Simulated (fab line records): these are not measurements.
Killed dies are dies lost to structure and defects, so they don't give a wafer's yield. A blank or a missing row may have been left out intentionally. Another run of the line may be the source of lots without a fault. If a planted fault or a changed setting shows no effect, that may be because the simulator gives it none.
fab line records ; flow n5-finfet ; part 1 of 2: steps 1 to 19 of 30
record lots=5; wafers=15; last-day=16
route steps=1938 shown HKMG_FIN@388
lots that met no fault: taken from a fault-free run of the same line
start-h: hours from the record's first day to the start of the lot's first wafer shown ; wait-h: hours since the lot's step before ; " repeats the value in the row above ; L1.1+2: a single row standing in for several wafers ; - no value, or no start given ; * or withheld: withheld ; < > ~ a bound
route shown NAME@n: NAME is a module with steps in the file, n the number in the route of the first one ; usual: average and standard deviation across the fault-free wafers ; same: alike in all rows ; chamber/n: place in a boat ; sites: readings site by site ; _std_site: the standard deviation of these ; _edge_site: inner sites' mean taken away from outer sites' mean ; radius-mm: for every site, how far away it sits from the centre of the wafer ; mask NAME#n: copy n ; behind: the tool/chamber that last shaped the wafer ; hold: reason for holding the lot/hours on hold/outcome of the hold ; device: names the non-switching transistor (n, p or np) ; end of line: the route-end tests of the same wafers ; a step given without rows: its recipe and nothing more ; killed: count of dies lost to structure and defects at first sort (not the wafer's yield) ; map: a wafer's dies, marking killed ones x, the rest . and places with no die _
set.NAME: the setting the step ran with; set.NAME@STEP: the setting that earlier step ran with ; model.NAME: the simulator's own value behind a step, which no gauge read
certain route steps with their lots: each step a table, each wafer a row
services: the hour from which a tool's chamber was out of use, counted from the record's first day as start-h (under 0 if before that day), plus the number of hours and why
## steps
# step N5_HKMG_FIN_ALD_74
# recipe material=La2O3; target-thk-a=5; temp-c=250; ald-precursor-family=La-Cp; ald-co-reactant=O3; pulse-time-s=6; co-reactant-pulse-time-s=1; purge-time-s=3; co-reactant-purge-time-s=3
# usual heater-power-w=346/33; precursor-pulse-height-rel=0.999/0.02
# same co-reactant-purge-time-s=3
lot.wafer;tool;chamber;start-h;wait-h;heater-power-w;precursor-pulse-height-rel
L080.1;ald-hk-03;2;110.88;0.2;310;1.003
L080.3;ald-hk-03;0;110.88;0.2;321;0.976
L080.5;ald-hk-03;2;110.88;0.2;307;1.008
L082.2;ald-hk-02;1;121.37;0.2;343;1.009
L082.3;ald-hk-02;0;121.37;0.2;371;1.010
L082.6;ald-hk-02;1;121.37;0.2;342;1.014
L086.3;ald-hk-02;1;144.55;0.1;342;0.976
L086.5;ald-hk-02;2;144.55;0.1;366;1.000
L086.6;ald-hk-02;3;144.55;0.1;321;0.994
L087.2;ald-hk-01;0;151.67;0.2;421;1.007
L087.4;ald-hk-01;3;151.67;0.2;366;0.990
L087.5;ald-hk-01;0;151.67;0.2;421;0.960
L089.3;ald-hk-02;2;161.16;0.1;364;1.022
L089.5;ald-hk-02;3;161.16;0.1;324;0.999
L089.6;ald-hk-02;0;161.16;0.1;389;1.027
# step N5_HKMG_FIN_ALD_75
# recipe material=Al2O3; target-thk-a=10; temp-c=150; ald-precursor-family=TMA; ald-co-reactant=H2O; pulse-time-s=withheld; co-reactant-pulse-time-s=1
# usual heater-power-w=149/15; precursor-pulse-height-rel=1.001/0.02
lot.wafer;tool;chamber;start-h;wait-h;heater-power-w;precursor-pulse-height-rel
L080.1;ald-hk-03;2;110.95;0.0;132;1.011
L080.3;ald-hk-03;0;110.95;0.0;139;1.017
L080.5;ald-hk-03;2;110.95;0.0;133;0.988
L082.2;ald-hk-02;1;121.52;0.1;148;0.977
L082.3;ald-hk-02;0;121.52;0.1;168;0.992
L082.6;ald-hk-02;1;121.52;0.1;150;0.982
L086.3;ald-hk-02;1;144.63;0.0;148;1.019
L086.5;ald-hk-02;2;144.63;0.0;165;1.010
L086.6;ald-hk-02;3;144.63;0.0;145;1.008
L087.2;ald-hk-01;0;151.83;0.1;180;1.000
L087.4;ald-hk-01;3;151.83;0.1;160;1.028
L087.5;ald-hk-01;0;151.83;0.1;178;1.004
L089.3;ald-hk-02;2;161.23;0.0;160;1.001
L089.5;ald-hk-02;3;161.23;0.0;142;0.997
L089.6;ald-hk-02;0;161.23;0.0;163;0.998
# step N5_HKMG_FIN_COAT_41
# recipe resist=SOC; temp-c=250; time-s=60; spin-rpm=1500; resist-thk-nm=300
# usual resist-line-temp-C=22.99/0.11
lot.wafer;tool;chamber;start-h;wait-h;resist-line-temp-C
L080.1;litho-track-03;0;111.05;-;23.04
L080.3;litho-track-03;0;111.05;-;22.99
L080.5;litho-track-03;0;111.05;-;22.99
L082.2;litho-track-04;0;121.70;-;22.99
L082.3;litho-track-04;0;121.70;-;23.09
L082.6;litho-track-04;0;121.70;-;23.10
L086.3;litho-track-05;0;144.73;-;22.91
L086.5;litho-track-05;0;144.73;-;22.90
L086.6;litho-track-05;0;144.73;-;22.86
L087.2;litho-track-05;0;152.00;-;22.93
L087.4;litho-track-05;0;152.00;-;22.94
L087.5;litho-track-05;0;152.00;-;22.94
L089.3;litho-track-03;0;161.33;-;22.76
L089.5;litho-track-03;0;161.33;-;22.92
L089.6;litho-track-03;0;161.33;-;22.91
# step N5_HKMG_FIN_COAT_42
# recipe resist=SiARC; temp-c=220; time-s=60; spin-rpm=1500; resist-thk-nm=35
# usual resist-line-temp-C=22.98/0.1
lot.wafer;tool;chamber;start-h;wait-h;resist-line-temp-C
L080.1;litho-track-03;0;-;-;22.92
L080.3;litho-track-03;0;-;-;22.75
L080.5;litho-track-03;0;-;-;22.85
L082.2;litho-track-04;0;-;-;23.00
L082.3;litho-track-04;0;-;-;22.95
L082.6;litho-track-04;0;-;-;22.94
L086.3;litho-track-05;0;-;-;23.06
L086.5;litho-track-05;0;-;-;23.04
L086.6;litho-track-05;0;-;-;23.12
L087.2;litho-track-05;0;-;-;23.03
L087.4;litho-track-05;0;-;-;23.12
L087.5;litho-track-05;0;-;-;22.82
L089.3;litho-track-03;0;-;-;23.00
L089.5;litho-track-03;0;-;-;22.88
L089.6;litho-track-03;0;-;-;23.01
# step N5_HKMG_FIN_COAT_43
# recipe resist=CAR-ArF; spin-rpm=1500; resist-thk-nm=90
# usual resist-line-temp-C=23.01/0.11
lot.wafer;tool;chamber;start-h;wait-h;resist-line-temp-C
L080.1;litho-track-03;0;-;-;22.93
L080.3;litho-track-03;0;-;-;23.06
L080.5;litho-track-03;0;-;-;22.84
L082.2;litho-track-04;0;-;-;23.10
L082.3;litho-track-04;0;-;-;23.13
L082.6;litho-track-04;0;-;-;23.09
L086.3;litho-track-05;0;-;-;22.76
L086.5;litho-track-05;0;-;-;23.04
L086.6;litho-track-05;0;-;-;22.92
L087.2;litho-track-05;0;-;-;22.88
L087.4;litho-track-05;0;-;-;23.09
L087.5;litho-track-05;0;-;-;22.81
L089.3;litho-track-03;0;-;-;22.99
L089.5;litho-track-03;0;-;-;23.16
L089.6;litho-track-03;0;-;-;23.04
# step N5_HKMG_FIN_EBR_45
# recipe solvent=PGMEA; ebr-width-mm=1.5
# usual resist-line-temp-C=22.99/0.1
# same ebr-width-mm=1.5
lot.wafer;tool;chamber;start-h;wait-h;resist-line-temp-C
L080.1;litho-track-03;0;-;-;23.03
L080.3;litho-track-03;0;-;-;23.11
L080.5;litho-track-03;0;-;-;23.07
L082.2;litho-track-04;0;-;-;23.10
L082.3;litho-track-04;0;-;-;22.99
L082.6;litho-track-04;0;-;-;23.03
L086.3;litho-track-05;0;-;-;22.92
L086.5;litho-track-05;0;-;-;23.08
L086.6;litho-track-05;0;-;-;23.03
L087.2;litho-track-05;0;-;-;22.85
L087.4;litho-track-05;0;-;-;22.98
L087.5;litho-track-05;0;-;-;22.91
L089.3;litho-track-03;0;-;-;22.80
L089.5;litho-track-03;0;-;-;22.93
L089.6;litho-track-03;0;-;-;22.80
# step N5_HKMG_FIN_SOFTBAKE_44
# recipe temp-c=110; time-s=60; resist=CAR-ArF
# usual resist-line-temp-C=23.01/0.11
lot.wafer;tool;chamber;start-h;wait-h;resist-line-temp-C
L080.1;litho-track-03;0;-;-;23.04
L080.3;litho-track-03;0;-;-;23.04
L080.5;litho-track-03;0;-;-;23.14
L082.2;litho-track-04;0;-;-;23.01
L082.3;litho-track-04;0;-;-;22.96
L082.6;litho-track-04;0;-;-;23.00
L086.3;litho-track-05;0;-;-;23.07
L086.5;litho-track-05;0;-;-;23.03
L086.6;litho-track-05;0;-;-;23.01
L087.2;litho-track-05;0;-;-;23.02
L087.4;litho-track-05;0;-;-;22.86
L087.5;litho-track-05;0;-;-;22.99
L089.3;litho-track-03;0;-;-;22.89
L089.5;litho-track-03;0;-;-;23.09
L089.6;litho-track-03;0;-;-;23.23
# step N5_HKMG_FIN_EXPOSE_46
# recipe mask-id=NDIPOLE; na=1.35; source-shape=conventional; sigma-outer=0.8; polarization=unpolarized; dose-mj=40
lot.wafer;tool;chamber;start-h;wait-h;mask
L080.1+3+5;arfi-scanner-03;0;111.29;-;NDIPOLE#0
L082.2+3+6;arfi-scanner-02;0;121.94;-;NDIPOLE#0
L086.3+5+6;arfi-scanner-03;0;144.98;-;NDIPOLE#0
L087.2+4+5;arfi-scanner-03;0;152.12;-;NDIPOLE#0
L089.3+5+6;arfi-scanner-03;0;161.59;-;NDIPOLE#0
# step N5_HKMG_FIN_PEB_47
# recipe peb-temp-c=withheld; peb-time-s=60; resist=CAR-ArF
# usual resist-line-temp-C=23.02/0.11
lot.wafer;tool;chamber;start-h;wait-h;resist-line-temp-C
L080.1;litho-track-03;0;111.35;0.1;23.14
L080.3;litho-track-03;0;111.35;0.1;22.82
L080.5;litho-track-03;0;111.35;0.1;23.10
L082.2;litho-track-03;0;122.00;0.0;23.08
L082.3;litho-track-03;0;122.00;0.0;22.78
L082.6;litho-track-03;0;122.00;0.0;22.94
L086.3;litho-track-04;0;145.03;0.0;22.76
L086.5;litho-track-04;0;145.03;0.0;22.86
L086.6;litho-track-04;0;145.03;0.0;23.03
L087.2;litho-track-05;0;152.17;0.0;23.18
L087.4;litho-track-05;0;152.17;0.0;22.95
L087.5;litho-track-05;0;152.17;0.0;23.08
L089.3;litho-track-04;0;161.63;0.0;23.00
L089.5;litho-track-04;0;161.63;0.0;22.98
L089.6;litho-track-04;0;161.63;0.0;23.08
# step N5_HKMG_FIN_DEVELOP_48
# recipe develop-time-s=30; developer=TMAH; resist=CAR-ArF; rinse-liquid=diw; dry=air-spin; dev-temp-c=23
# usual resist-line-temp-C=22.98/0.11
lot.wafer;tool;chamber;start-h;wait-h;resist-line-temp-C
L080.1;litho-track-03;0;-;-;22.92
L080.3;litho-track-03;0;-;-;22.87
L080.5;litho-track-03;0;-;-;22.92
L082.2;litho-track-03;0;-;-;22.87
L082.3;litho-track-03;0;-;-;22.90
L082.6;litho-track-03;0;-;-;22.99
L086.3;litho-track-04;0;-;-;23.11
L086.5;litho-track-04;0;-;-;23.04
L086.6;litho-track-04;0;-;-;23.12
L087.2;litho-track-05;0;-;-;22.78
L087.4;litho-track-05;0;-;-;22.86
L087.5;litho-track-05;0;-;-;22.94
L089.3;litho-track-04;0;-;-;22.94
L089.5;litho-track-04;0;-;-;23.07
L089.6;litho-track-04;0;-;-;23.01
# step N5_HKMG_FIN_CD_MEAS_49
# recipe target-cd-nm=202; landing-energy-ev=500; detector=se-inlens; polarity=opening
# usual cd-nm=202.1/0.62
lot.wafer;tool;chamber;start-h;wait-h;cd-nm
L080.1;cd-sem-03;0;111.42;-;202.3
L080.3;cd-sem-03;0;111.42;-;201.3
L080.5;cd-sem-03;0;111.42;-;202.3
L082.2;cd-sem-03;0;122.06;-;201.4
L082.3;cd-sem-03;0;122.06;-;201.6
L082.6;cd-sem-03;0;122.06;-;202.7
L086.3;cd-sem-02;0;145.10;-;203.1
L086.5;cd-sem-02;0;145.10;-;204.1
L086.6;cd-sem-02;0;145.10;-;203.0
L087.2;cd-sem-01;0;152.24;-;200.5
L087.4;cd-sem-01;0;152.24;-;201.4
L087.5;cd-sem-01;0;152.24;-;201.3
L089.3;cd-sem-02;0;161.70;-;201.8
L089.5;cd-sem-02;0;161.70;-;202.3
L089.6;cd-sem-02;0;161.70;-;202.5
# step N5_HKMG_FIN_OVL_MEAS_50
# recipe points-per-wafer=44
# usual NDIPOLE_OVL=0.1/0.75
lot.wafer;tool;chamber;start-h;wait-h;NDIPOLE_OVL[nm]
L080.1;overlay-01;0;111.45;0.0;-1.0
L080.3;overlay-01;0;111.45;0.0;0.2
L080.5;overlay-01;0;111.45;0.0;0.5
L082.2;overlay-01;0;122.09;0.0;-0.1
L082.3;overlay-01;0;122.09;0.0;-0.6
L082.6;overlay-01;0;122.09;0.0;-1.0
L086.3;overlay-01;0;145.12;0.0;-0.9
L086.5;overlay-01;0;145.12;0.0;-0.9
L086.6;overlay-01;0;145.12;0.0;-0.8
L087.2;overlay-02;0;152.29;0.0;-0.5
L087.4;overlay-02;0;152.29;0.0;0.1
L087.5;overlay-02;0;152.29;0.0;0.4
L089.3;overlay-02;0;161.73;0.0;0.8
L089.5;overlay-02;0;161.73;0.0;0.6
L089.6;overlay-02;0;161.73;0.0;1.4
# step N5_HKMG_FIN_INSPECT_61
# recipe mode=adi; inspect-instrument=macro
# usual raw-defect-count=2.3/1.5
lot.wafer;tool;chamber;start-h;wait-h;raw-defect-count
L080.1;defect-inspect-01;-;111.47;0.0;3
L080.3;defect-inspect-01;-;111.47;0.0;1
L080.5;defect-inspect-01;-;111.47;0.0;4
L082.2;defect-inspect-01;-;122.12;0.0;3
L082.3;defect-inspect-01;-;122.12;0.0;2
L082.6;defect-inspect-01;-;122.12;0.0;4
L086.3;defect-inspect-02;-;145.15;0.0;3
L086.5;defect-inspect-02;-;145.15;0.0;2
L086.6;defect-inspect-02;-;145.15;0.0;1
L087.2;defect-inspect-01;-;152.31;0.0;5
L087.4;defect-inspect-01;-;152.31;0.0;2
L087.5;defect-inspect-01;-;152.31;0.0;5
L089.3;defect-inspect-02;-;161.75;0.0;3
L089.5;defect-inspect-02;-;161.75;0.0;2
L089.6;defect-inspect-02;-;161.75;0.0;3
# step N5_HKMG_FIN_DESCUM_53
# recipe chemistry=O2; time-s=7.9; source-power-w=50; bias-power-w=20; pressure-mtorr=20; rf-frequency-hz=2.712e+07; temp-c=40; resist=CAR-ArF; o2-flow-sccm=225
# usual bias-power-w=20.00/0.055; drypump-motor-current-A=5.8/0.35; oes-product-au=0.78/0.088; rf-vpp-V=243.1/1.4; showerhead-plenum-p-Torr=2.09/0.077; throttle-valve-pct=20.33/0.2
lot.wafer;tool;chamber;start-h;wait-h;bias-power-w;drypump-motor-current-A;oes-product-au;rf-hours-counter-h;rf-vpp-V;showerhead-plenum-p-Torr;throttle-valve-pct
L080.1;rie-diel-02;1;111.51;0.0;19.98;5.6;0.70;210;242.1;1.99;20.44
L080.3;rie-diel-02;0;111.51;0.0;20.06;5.9;0.94;26;243.2;2.13;20.22
L080.5;rie-diel-02;1;111.51;0.0;20.03;5.6;0.70;-;241.7;1.99;20.45
L082.2;rie-diel-02;0;122.15;0.0;20.09;5.9;0.93;30;243.1;2.13;20.20
L082.3;rie-diel-02;1;122.15;0.0;20.11;5.6;0.69;214;242.4;1.99;20.47
L082.6;rie-diel-02;2;122.15;0.0;20.05;5.9;0.75;-;242.2;2.00;20.37
L086.3;rie-diel-04;1;145.18;0.0;20.04;5.7;0.75;165;244.0;2.19;20.35
L086.5;rie-diel-04;2;145.18;0.0;20.03;6.3;0.71;-;243.9;2.08;20.65
L086.6;rie-diel-04;1;145.18;0.0;20.06;5.7;0.76;-;245.7;2.19;20.35
L087.2;rie-diel-02;3;152.34;0.0;19.95;6.3;0.72;190;243.9;2.16;20.08
L087.4;rie-diel-02;1;152.34;0.0;19.98;5.6;0.68;228;242.4;1.98;20.48
L087.5;rie-diel-02;1;152.34;0.0;20.06;5.6;0.68;-;241.4;1.98;20.48
L089.3;rie-diel-02;1;161.79;0.0;20.11;5.6;0.68;231;240.9;1.98;20.50
L089.5;rie-diel-02;3;161.79;0.0;20.04;6.3;0.72;-;243.5;2.16;20.07
L089.6;rie-diel-02;0;161.79;0.0;19.94;5.9;0.90;-;243.3;2.12;20.24
# step N5_HKMG_FIN_ETCH_54
# recipe chemistry=CF4; target=SiARC; target-depth-a=455; mask-material=CAR-ArF; time-s=75.8; ion-energy-ev=80; pressure-mtorr=40; source-w=545; bias-w=36; Ar_flow_sccm=100; cf4-flow-sccm=100; ends=cleared
# usual drypump-motor-current-A=5.8/0.35; etch-rf-on-time-s=75.5/1.5; mfc-ar-sccm=100.0/0.32; oes-product-au=0.67/0.073; rf-vpp-V=184.1/1.2; showerhead-plenum-p-Torr=2.14/0.076; throttle-valve-pct=15.55/0.18
lot.wafer;tool;chamber;start-h;wait-h;drypump-motor-current-A;etch-rf-on-time-s;mfc-ar-sccm;oes-product-au;rf-hours-counter-h;rf-vpp-V;showerhead-plenum-p-Torr;throttle-valve-pct
L080.1;rie-diel-02;1;111.54;0.0;5.6;73.2;100.4;0.61;210;184.1;2.03;15.68
L080.3;rie-diel-02;0;111.54;0.0;5.9;72.7;100.1;0.80;26;183.9;2.18;15.36
L080.5;rie-diel-02;1;111.54;0.0;5.6;72.9;100.4;0.62;-;183.1;2.03;15.69
L082.2;rie-diel-02;0;122.19;0.0;5.9;72.7;99.5;0.78;30;184.8;2.18;15.36
L082.3;rie-diel-02;1;122.19;0.0;5.6;72.9;99.6;0.61;214;182.4;2.03;15.69
L082.6;rie-diel-02;2;122.19;0.0;5.9;74.0;99.8;0.66;-;182.5;2.06;15.61
L086.3;rie-diel-04;1;145.22;0.0;5.7;76.5;100.2;0.64;165;184.5;2.23;15.53
L086.5;rie-diel-04;2;145.22;0.0;6.3;77.2;99.6;0.60;-;184.1;2.12;15.79
L086.6;rie-diel-04;1;145.22;0.0;5.7;75.9;99.9;0.65;-;185.1;2.23;15.52
L087.2;rie-diel-02;3;152.38;0.0;6.3;79.2;100.1;0.60;190;185.1;2.21;15.40
L087.4;rie-diel-02;1;152.38;0.0;5.6;75.9;100.2;0.59;228;181.4;2.03;15.71
L087.5;rie-diel-02;1;152.38;0.0;5.6;75.0;100.1;0.59;-;183.8;2.03;15.72
L089.3;rie-diel-02;1;161.82;0.0;5.6;74.2;100.0;0.59;231;182.8;2.03;15.73
L089.5;rie-diel-02;3;161.82;0.0;6.3;78.1;99.3;0.60;-;184.9;2.21;15.41
L089.6;rie-diel-02;0;161.82;0.0;5.9;73.6;99.9;0.77;-;183.9;2.18;15.40
# step N5_HKMG_FIN_ETCH_55
# recipe chemistry=N2/H2; target=SOC; target-depth-a=2400; temp-c=40; time-s=300; ion-energy-ev=200; mask-material=SiARC; pressure-mtorr=30; source-w=840; bias-w=150; n2-flow-sccm=200; h2-flow-sccm=200
# usual drypump-motor-current-A=5.8/0.36; oes-product-au=0.78/0.088; rf-vpp-V=523.7/2.7; showerhead-plenum-p-Torr=2.54/0.088; throttle-valve-pct=17.78/0.19
lot.wafer;tool;chamber;start-h;wait-h;drypump-motor-current-A;oes-product-au;rf-hours-counter-h;rf-vpp-V;showerhead-plenum-p-Torr;throttle-valve-pct
L080.1;rie-diel-02;1;111.60;0.0;5.6;0.70;210;519.1;2.41;17.77
L080.3;rie-diel-02;0;111.60;0.0;5.9;0.93;26;527.0;2.58;17.62
L080.5;rie-diel-02;1;111.60;0.0;5.6;0.71;-;520.3;2.41;17.77
L082.2;rie-diel-02;0;122.24;0.0;5.9;0.94;30;522.7;2.58;17.62
L082.3;rie-diel-02;1;122.24;0.0;5.6;0.71;214;521.2;2.41;17.79
L082.6;rie-diel-02;2;122.24;0.0;5.9;0.76;-;519.6;2.46;18.00
L086.3;rie-diel-04;1;145.27;0.0;5.7;0.76;165;528.0;2.64;17.81
L086.5;rie-diel-04;2;145.27;0.0;6.3;0.72;-;523.3;2.51;17.96
L086.6;rie-diel-04;1;145.27;0.0;5.7;0.75;-;526.3;2.64;17.79
L087.2;rie-diel-02;3;152.43;0.0;6.3;0.71;190;527.5;2.64;17.64
L087.4;rie-diel-02;1;152.43;0.0;5.6;0.69;228;520.8;2.40;17.81
L087.5;rie-diel-02;1;152.43;0.0;5.6;0.70;-;519.9;2.40;17.81
L089.3;rie-diel-02;1;161.88;0.0;5.6;0.69;231;519.4;2.40;17.81
L089.5;rie-diel-02;3;161.88;0.0;6.3;0.70;-;526.3;2.64;17.66
L089.6;rie-diel-02;0;161.88;0.0;5.9;0.91;-;524.3;2.57;17.65
# step N5_HKMG_FIN_STRIP_56
# recipe chemistry=N2/H2; temp-c=40; n2-flow-sccm=200; h2-flow-sccm=200; rf-frequency-hz=6e+07
lot.wafer;tool;chamber;start-h;wait-h
L080.1+3+5;rie-diel-02;1,0,1;111.78;0.1
L082.2+3+6;rie-diel-02;0,1,2;122.42;0.1
L086.3+5+6;rie-diel-04;1,2,1;145.45;0.1
L087.2+4+5;rie-diel-02;3,1,1;152.62;0.1
L089.3+5+6;rie-diel-02;1,3,0;162.06;0.1
# step N5_HKMG_FIN_STRIP_57
# recipe chemistry=CF4; resist=SiARC; power-w=300; bias-power-w=75; pressure-mtorr=50; cf4-flow-sccm=150; rf-frequency-hz=6e+07
# usual bias-power-w=75.00/0.22; drypump-motor-current-A=5.8/0.35; oes-product-au=0.77/0.08; rf-vpp-V=271.0/1.5; showerhead-plenum-p-Torr=1.79/0.061; throttle-valve-pct=13.52/0.19
lot.wafer;tool;chamber;start-h;wait-h;bias-power-w;drypump-motor-current-A;oes-product-au;rf-hours-counter-h;rf-vpp-V;showerhead-plenum-p-Torr;throttle-valve-pct
L080.1;rie-diel-02;1;111.79;0.0;74.86;5.6;0.69;210;269.3;1.71;13.69
L080.3;rie-diel-02;0;111.79;0.0;74.73;5.9;0.90;26;272.5;1.83;13.29
L080.5;rie-diel-02;1;111.79;0.0;74.75;5.6;0.69;-;269.3;1.71;13.70
L082.2;rie-diel-02;0;122.43;0.0;74.66;5.9;0.90;30;271.4;1.83;13.32
L082.3;rie-diel-02;1;122.43;0.0;74.89;5.6;0.69;214;269.4;1.71;13.73
L082.6;rie-diel-02;2;122.43;0.0;75.18;5.9;0.76;-;268.3;1.72;13.56
L086.3;rie-diel-04;1;145.46;0.0;75.38;5.7;0.75;165;272.7;1.86;13.49
L086.5;rie-diel-04;2;145.46;0.0;75.16;6.2;0.71;-;271.5;1.76;13.73
L086.6;rie-diel-04;1;145.46;0.0;75.23;5.7;0.75;-;273.4;1.86;13.51
L087.2;rie-diel-02;3;152.63;0.0;75.21;6.3;0.72;190;272.2;1.84;13.39
L087.4;rie-diel-02;1;152.63;0.0;75.16;5.6;0.68;228;269.2;1.70;13.75
L087.5;rie-diel-02;1;152.63;0.0;74.96;5.6;0.68;-;269.2;1.70;13.74
L089.3;rie-diel-02;1;162.07;0.0;74.88;5.6;0.69;231;270.5;1.70;13.74
L089.5;rie-diel-02;3;162.07;0.0;75.22;6.3;0.71;-;273.4;1.84;13.40
L089.6;rie-diel-02;0;162.07;0.0;74.67;5.9;0.87;-;272.8;1.82;13.35
# step N5_HKMG_FIN_ETCH_58
# recipe chemistry=N2/H2; target=SOC; target-depth-a=2158; ion-energy-ev=50; bias-w=13; time-s=741; pressure-mtorr=30; source-w=875; n2-flow-sccm=200; h2-flow-sccm=200
# usual drypump-motor-current-A=5.8/0.35; oes-product-au=0.78/0.087; rf-vpp-V=99.1/0.91; showerhead-plenum-p-Torr=2.54/0.088; throttle-valve-pct=17.74/0.2
lot.wafer;tool;chamber;start-h;wait-h;drypump-motor-current-A;oes-product-au;rf-hours-counter-h;rf-vpp-V;showerhead-plenum-p-Torr;throttle-valve-pct
L080.1;rie-diel-02;1;111.81;0.0;5.6;0.71;210;99.0;2.41;17.74
L080.3;rie-diel-02;0;111.81;0.0;5.9;0.94;26;99.0;2.58;17.57
L080.5;rie-diel-02;1;111.81;0.0;5.6;0.71;-;99.0;2.41;17.71
L082.2;rie-diel-02;0;122.45;0.0;6.0;0.93;30;99.6;2.58;17.57
L082.3;rie-diel-02;1;122.45;0.0;5.6;0.71;215;97.6;2.41;17.72
L082.6;rie-diel-02;2;122.45;0.0;5.9;0.77;-;99.9;2.46;17.93
L086.3;rie-diel-04;1;145.48;0.0;5.7;0.76;165;98.7;2.64;17.77
L086.5;rie-diel-04;2;145.48;0.0;6.3;0.72;-;98.6;2.51;17.93
L086.6;rie-diel-04;1;145.48;0.0;5.7;0.76;-;98.6;2.64;17.77
L087.2;rie-diel-02;3;152.65;0.0;6.3;0.71;190;98.8;2.64;17.59
L087.4;rie-diel-02;1;152.65;0.0;5.6;0.70;228;98.0;2.40;17.76
L087.5;rie-diel-02;1;152.65;0.0;5.6;0.70;-;98.5;2.40;17.75
L089.3;rie-diel-02;1;162.09;0.0;5.6;0.69;232;96.3;2.40;17.78
L089.5;rie-diel-02;3;162.09;0.0;6.3;0.71;-;98.9;2.64;17.61
L089.6;rie-diel-02;0;162.09;0.0;5.9;0.90;-;99.3;2.57;17.59
